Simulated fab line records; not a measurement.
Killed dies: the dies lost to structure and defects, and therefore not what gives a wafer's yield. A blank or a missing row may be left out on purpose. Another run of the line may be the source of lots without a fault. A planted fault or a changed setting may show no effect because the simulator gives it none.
3 desks looking at one fault || flow n5_finfet || each desk has only its own numbers; what lay behind them comes last

== DESK OF THE TOOL OWNER: rie_diel-04 ==
The tool's own readings at N5_BEOL_M1_VIA_ETCH_34 (etches the open film in C4F6/O2, target depth 67.8 nm, time 64.4 s): means of the sampled wafers that have a number, for each lot that ran on this tool. Marked OUT: a lot whose mean sits more than 4 standard deviations from the usual mean, which makes it out of limits; the brackets give that distance. It has 9 readings, of which 7 appear: the earliest out of limits, and the ones furthest out on some lot.
Columns: A = O2_flow_sccm at N5_BEOL_M1_VIA_ETCH_34, usual 10.00 sccm; B = drypump_motor_current_A at N5_BEOL_M1_VIA_ETCH_34, usual 5.6 A; C = oes_product_au at N5_BEOL_M1_VIA_ETCH_34, usual 0.79 a.u.; D = rf_fwd_power_W at N5_BEOL_M1_VIA_ETCH_34, usual 346.4 W; E = run_length_s at N5_BEOL_M1_VIA_ETCH_34, usual 87.6 s; F = showerhead_plenum_p_Torr at N5_BEOL_M1_VIA_ETCH_34, usual 2.82 Torr; G = throttle_valve_pct at N5_BEOL_M1_VIA_ETCH_34, usual 30.71 %
{"lot": "L248", "first seen here": "day 7 12:49", "A": 9.97, "B": 5.8, "C": 0.83, "D": 348.2, "E": 87.7, "F": 2.75, "G": 30.78}
{"lot": "L251", "first seen here": "day 8 08:47", "A": 10.00, "B": 5.2, "C": 0.76, "D": 346.4, "E": 87.5, "F": 2.85, "G": 30.60}
{"lot": "L254", "first seen here": "day 9 12:16", "A": 9.98, "B": 5.4, "C": 0.85, "D": 349.0, "E": 87.2, "F": 3.03, "G": 30.29}
{"lot": "L257", "first seen here": "day 9 23:25", "A": 9.96, "B": 5.0, "C": 0.71, "D": 344.8, "E": "84.5 (-6.9) OUT", "F": 2.75, "G": 30.75}
{"lot": "L261", "first seen here": "day 10 21:41", "A": 9.97, "B": 5.2, "C": 0.78, "D": "-", "E": "81.2 (-14) OUT", "F": 2.87, "G": 30.50}
This desk's finding: out of limits on L257, L261; first on L257, day 9 23:25 (run_length_s at N5_BEOL_M1_VIA_ETCH_34). In limits: L248, L251, L254.

== THE DEFECT DESK ==
Inspection counts along the route, by lot: the mean over sampled wafers that carry a number. Marked OUT: a lot whose mean sits more than 4 standard deviations from the usual mean, which makes it out of limits; the brackets give that distance.
Columns: A = raw_defect_count at N5_BEOL_M1_INSPECT_30, usual 430
{"lot": "L248", "first seen here": "day 7 09:43", "A": 395}
{"lot": "L251", "first seen here": "day 8 04:07", "A": 481}
{"lot": "L254", "first seen here": "day 9 02:55", "A": 540}
{"lot": "L255", "first seen here": "day 9 13:34", "A": 353}
{"lot": "L257", "first seen here": "day 9 17:12", "A": 441}
{"lot": "L261", "first seen here": "day 10 12:47", "A": 412}
{"lot": "L263", "first seen here": "day 11 04:46", "A": 411}
{"lot": "L265", "first seen here": "day 11 12:51", "A": 418}
{"lot": "L266", "first seen here": "day 12 05:03", "A": 420}
Result from this desk: across the 9 lots, nothing is out of limits.

== FROM THE METROLOGY DESK ==
What the gauges read, lot by lot, whatever tool the lot ran on: means of the sampled wafers that have a number. Marked OUT: a lot whose mean sits more than 4 standard deviations from the usual mean, which makes it out of limits; the brackets give that distance. Only the readings that lie furthest out on some lot appear, 7 of the 10 it has.
Columns: A = DIBL_N at N5_BEOL_M4_RC_MEAS_101, usual 36.9 mV/V; B = DIBL_P at N5_BEOL_M4_RC_MEAS_101, usual 37.3 mV/V; C = ION_N at N5_BEOL_M4_RC_MEAS_101, usual 673 uA/um; D = ION_P at N5_BEOL_M4_RC_MEAS_101, usual 463 uA/um; E = SS_N at N5_BEOL_M4_RC_MEAS_101, usual 71.6 mV/dec; F = VT_N at N5_BEOL_M4_RC_MEAS_101, usual 250 mV; G = VT_P at N5_BEOL_M4_RC_MEAS_101, usual -250 mV
{"lot": "L248", "first seen here": "day 9 07:04", "A": 35.4, "B": 34.3, "C": 670, "D": 453, "E": 71.1, "F": 251, "G": -255}
{"lot": "L251", "first seen here": "day 10 01:18", "A": 36.5, "B": 36.3, "C": 659, "D": 454, "E": 72.0, "F": 254, "G": -251}
{"lot": "L254", "first seen here": "day 11 02:36", "A": 37.2, "B": 37.6, "C": 671, "D": 466, "E": 71.4, "F": 250, "G": -249}
{"lot": "L257", "first seen here": "day 11 15:32", "A": 37.5, "B": 36.8, "C": 686, "D": 470, "E": 71.7, "F": 248, "G": -250}
{"lot": "L255", "first seen here": "day 11 16:25", "A": 37.1, "B": 36.9, "C": 672, "D": 467, "E": 71.4, "F": 251, "G": -245}
{"lot": "L261", "first seen here": "day 12 07:57", "A": 36.3, "B": 34.8, "C": 658, "D": 454, "E": 71.5, "F": 254, "G": -252}
{"lot": "L263", "first seen here": "day 13 16:40", "A": 34.8, "B": 34.7, "C": 668, "D": 456, "E": 70.7, "F": 252, "G": -255}
{"lot": "L265", "first seen here": "day 13 19:45", "A": 38.5, "B": 38.9, "C": 668, "D": 457, "E": 72.1, "F": 253, "G": -253}
{"lot": "L266", "first seen here": "day 13 23:04", "A": 37.1, "B": 36.8, "C": 662, "D": 456, "E": 71.1, "F": 253, "G": -251}
Result from this desk: across the 9 lots, nothing is out of limits.

== TAKEN TOGETHER ==
The tool owner's desk had the chance to raise an alarm at day 9 23:25 on L257, L261.
No out-of-limits result turned up at the defect desk.
At the metrology desk, nothing out of limits was observed.
The defect desk has L257, L261 on record, within its limits.
The metrology desk has L257, L261 on record, within its limits.
All the named lots went through N5_BEOL_M1_VIA_ETCH_34 on rie_diel-04.

== WHAT THE SIMULATOR HAD PUT IN ==
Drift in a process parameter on rie_diel-04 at N5_BEOL_M1_VIA_ETCH_34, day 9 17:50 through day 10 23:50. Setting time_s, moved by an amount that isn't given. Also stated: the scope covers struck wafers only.
Lots struck among those shown: L257, L261.
Delay in hours, fault start to first out-of-limits reading, by desk: the tool owner's desk at 6.
